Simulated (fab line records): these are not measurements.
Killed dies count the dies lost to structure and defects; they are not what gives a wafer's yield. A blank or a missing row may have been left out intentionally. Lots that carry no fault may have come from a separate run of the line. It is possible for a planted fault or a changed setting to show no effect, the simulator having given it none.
Struck lot and sound lot, side by side / flow n5-finfet / 15 steps out of a route of 1938
Sound: these wafers, L475.1, L475.2, L475.5. Struck: wafer L487.4 (left out: L487.1, L487.6 of the same lot, which were not struck); the cause appears at the end.
Each step with rows lists, per side, the tool, then ch with its chambers, then its first start. Under that, the readings that differ: sound wafers / struck wafers / difference of the means / sigmas: that difference in standard deviations of wafers without a fault.
alike: same words and numbers on both sides, and readings whose means sit less than 2 such deviations apart. not compared: any withheld reading, any reading some wafer has no value for, any bound like >300 that may hide the same value, and any number with overlapping values for which the record gives no deviation.
The two part at a step that has a row with sigmas, a row that says differs or no value, or rows on one side only. Numbers that have no deviation but don't overlap get no sigmas and don't part them. A reading missing from all wafers of one side parts the sides only when that side holds two or more wafers.

N5_HKMG_FIN_STRIP_60: strips in N2/H2, time 360 s.
  sound on plasma-asher-01 ch 0,1, day 4 12:31; struck on plasma-asher-02 ch 1, day 7 17:46
  alike: drypump-motor-current-A, heater-power-w, temp-c
  not compared: rf-hours-counter-h
then, 2 steps without rows for these wafers: N5_HKMG_FIN_WET_ETCH_77 (etches La2O3 in dHCl, stops on HfO2, target depth 2 nm); N5_HKMG_FIN_WET_ETCH_78 (etches Al2O3 in dNH4OH, stops on La2O3, target depth 4.5 nm, rinse time 30 s).
N5_HKMG_FIN_ALD_79: deposits TiN, target thk 1.5 nm, pulse time 1 s, purge time 3 s.
  sound on ald-metal-03 ch 0,2, day 4 13:00; struck on ald-metal-02 ch 0, day 7 18:16
reading=precursor-pulse-height-rel; sound=1.015 0.986 1.017; struck=0.965; difference=-0.041; sigmas=-2
  alike: heater-power-w
  not compared: co-reactant-pulse-time-s
N5_HKMG_FIN_CVD_62: deposits a-Si from Si2H6, target thk 3 nm, time 20.8 s.
  sound on thermal-cvd-si-01 ch 1,2, day 4 13:22; struck on thermal-cvd-si-01 ch 0, day 7 18:38
reading=heater-power-w (W); sound=1262 1520 1245; struck=1706; difference=+364; sigmas=+2
then, 5 steps without rows for these wafers: N5_HKMG_FIN_RTA_80 (time 2 s); N5_HKMG_FIN_PRECLEAN_64 (cleans in dHF, time 30 s); N5_HKMG_FIN_WET_ETCH_65 (etches a-Si in TMAH, stops on TiN, time 49 s, target depth 3 nm); N5_HKMG_FIN_WET_ETCH_81 (etches TiN in SC1, stops on HfO2, time 57 s, target depth 6 nm); N5_HKMG_FIN_WET_ETCH_82 (etches La2O3 in dHCl, stops on HfO2, target depth 2 nm, rinse time 30 s).
N5_HKMG_FIN_ALD_36: deposits TiN, target thk 1 nm, pulse time 1 s, purge time 3 s.
  sound on ald-metal-03 ch 0,1,2, day 4 13:46; struck on ald-metal-03 ch 2, day 7 19:02
  alike: heater-power-w, precursor-pulse-height-rel
  not compared: co-reactant-pulse-time-s
N5_HKMG_FIN_THK_MEAS_70: measures by xrf.
  sound on film-metro-01, day 4 14:02; struck on film-metro-01, day 7 19:19
  alike: HK_THK
N5_HKMG_FIN_PWFM_ALD_03: deposits TiN, target thk 2 nm, pulse time 1 s, purge time 3 s.
  sound on ald-metal-02 ch 0,1, day 4 14:05; struck on ald-metal-02 ch 1, day 7 19:22
reading=co-reactant-pulse-time-s (s); sound=2 2 2; struck=2.349; difference=+0.349; sigmas=
  alike: heater-power-w, precursor-pulse-height-rel
then, 1 step without rows for these wafers: N5_HKMG_FIN_COAT_29 (time 60 s, resist thk 300 nm).
-- a jump in the record: the struck wafers' starts before and after are 5 days apart (it breaks off in module HKMG_FIN and resumes in module BEOL_M4, where the first step shown is number 1111 of the route) --
N5_BEOL_M4_RC_MEAS_101:
  sound on prober-01 ch 0, day 8 05:53; struck on prober-01 ch 0, day 12 21:05
reading=ION_P (uA/um); sound=456 460 446; struck=473; difference=+19; sigmas=+2
reading=VT_P (mV); sound=-256 -255 -256; struck=-248; difference=+8; sigmas=+2
  alike: DIBL_N, DIBL_P, IOFF_N, IOFF_P, ION_N, SS_N, SS_P, VT_N

WHERE THEY PART
At N5_HKMG_FIN_ALD_79 first; at N5_BEOL_M4_RC_MEAS_101 last (within this record only).

WHY: the cause the simulator had injected
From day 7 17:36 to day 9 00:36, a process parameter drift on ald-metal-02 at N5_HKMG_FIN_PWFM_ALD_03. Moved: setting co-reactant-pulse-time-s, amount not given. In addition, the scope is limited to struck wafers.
